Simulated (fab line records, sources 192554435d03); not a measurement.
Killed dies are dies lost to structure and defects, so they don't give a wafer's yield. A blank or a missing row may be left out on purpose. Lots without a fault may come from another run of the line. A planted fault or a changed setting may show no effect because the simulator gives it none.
Split-lot experiment | flow n5_finfet | 7 lots, 21 wafers read, on a route of 1938 steps

THE SPLIT
At N5_BEOL_M5_DESCUM_16 (chemistry O2, time 7 s), the setting time_s was moved away from the recipe's 7 s on 7 of the 21 wafers read, by -17.7% to +20.4%. The other wafers ran this setting at the recipe's value.

The reading is taken at the split's own step.

THE READING
CAR-EUV_of_BEOL_M5_COAT_05.thk_nm (the simulator's own value, which no gauge read), in nm, at N5_BEOL_M5_DESCUM_16 (chemistry O2, time 7 s). The file gives no usual value for it. The 14 wafers here that ran the recipe average 26.0 nm, standard deviation 0.082 nm.

wafer  | tool, chamber at the split | time_s as run, s | against the recipe | CAR-EUV_of_BEOL_M5_COAT_05.thk_nm, nm | against lot-mates on the recipe
L075.1 | rie_diel-03, 1,2           | 6.03             | -13.9%             | 26.6                                  | +0.4
L075.4 | rie_diel-03, 1,2           | 6.03             | -13.9%             | 26.6                                  | +0.4
L075.5 | rie_diel-03, 2             | 7                | recipe             | 26.2                                  | -
L078.2 | rie_diel-04, 3,2,0         | 7                | recipe             | 26                                    | -
L078.4 | rie_diel-04, 3,2,0         | 7                | recipe             | 26                                    | -
L078.5 | rie_diel-04, 3,2,0         | 7                | recipe             | 26                                    | -
L077.2 | rie_diel-05, 3,1           | 7                | recipe             | 26                                    | -
L077.3 | rie_diel-05, 3,1           | 7                | recipe             | 26                                    | -
L077.5 | rie_diel-05, 2             | 7.907            | +13.0%             | 25.8                                  | -0.2
L083.2 | rie_diel-04, 3,1           | 8.428            | +20.4%             | 25.4                                  | -0.8
L083.4 | rie_diel-04, 3,1           | 8.428            | +20.4%             | 25.4                                  | -0.8
L083.6 | rie_diel-04, 3             | 7                | recipe             | 26.2                                  | -
L088.1 | rie_diel-03, 0             | 7                | recipe             | 26.2                                  | -
L088.4 | rie_diel-03, 2             | 5.81             | -17.0%             | 26.8                                  | +0.7
L088.5 | rie_diel-03, 3             | 7                | recipe             | 26                                    | -
L090.3 | rie_diel-05, 0,0,3         | 7                | recipe             | 26                                    | -
L090.5 | rie_diel-05, 0,0,3         | 7                | recipe             | 26                                    | -
L090.6 | rie_diel-05, 0,0,3         | 7                | recipe             | 26                                    | -
L092.1 | rie_diel-05, 1,3           | 7                | recipe             | 26                                    | -
L092.5 | rie_diel-05, 1,3           | 7                | recipe             | 26                                    | -
L092.2 | rie_diel-05, 0             | 5.758            | -17.7%             | 26.6                                  | +0.6
Where a row lists several chambers, the file gives one row for several wafers and doesn't say which wafer went through which chamber.

THE FIT
A straight line over all 21 wafers: CAR-EUV_of_BEOL_M5_COAT_05.thk_nm changes by -0.0339 nm for each +1% of time_s; r = -0.96; the points scatter about the line by 0.095 nm.
The same after taking each lot's own level away (the mean of its wafers on the recipe; 21 wafers): -0.0346 nm for each +1%; r = -0.97; scatter 0.081 nm.
On that fit, the largest move of time_s shifts the reading by 0.71 nm.
The lots' own levels span 26.00 to 26.20 nm, that is 2.4 times the standard deviation above.
So the lot-to-lot level changes the slope little: the two slopes agree.
Check: with one of the wafers moved furthest among these (+20.4%) left out of the fit, the line predicts -0.673 nm for it against its lot-mates. It came out at -0.8 nm against them.

OTHER SPLITS ON THESE WAFERS
These wafers also went through other splits before the reading. Each is held against what the fit with the lots' levels taken away leaves over:
other split on the same wafers | wafers away from the commonest value | r with CAR-EUV_of_BEOL_M5_COAT_05.thk_nm (lot level and that fit taken away)
N5_BEOL_M4_COAT_62 spin_rpm    | 7                                    | +0.13

THE FILE'S OWN FIT
CAR-EUV_of_BEOL_M5_COAT_05.thk_nm changes by -0.0341 nm for each +1% of time_s, r = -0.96.
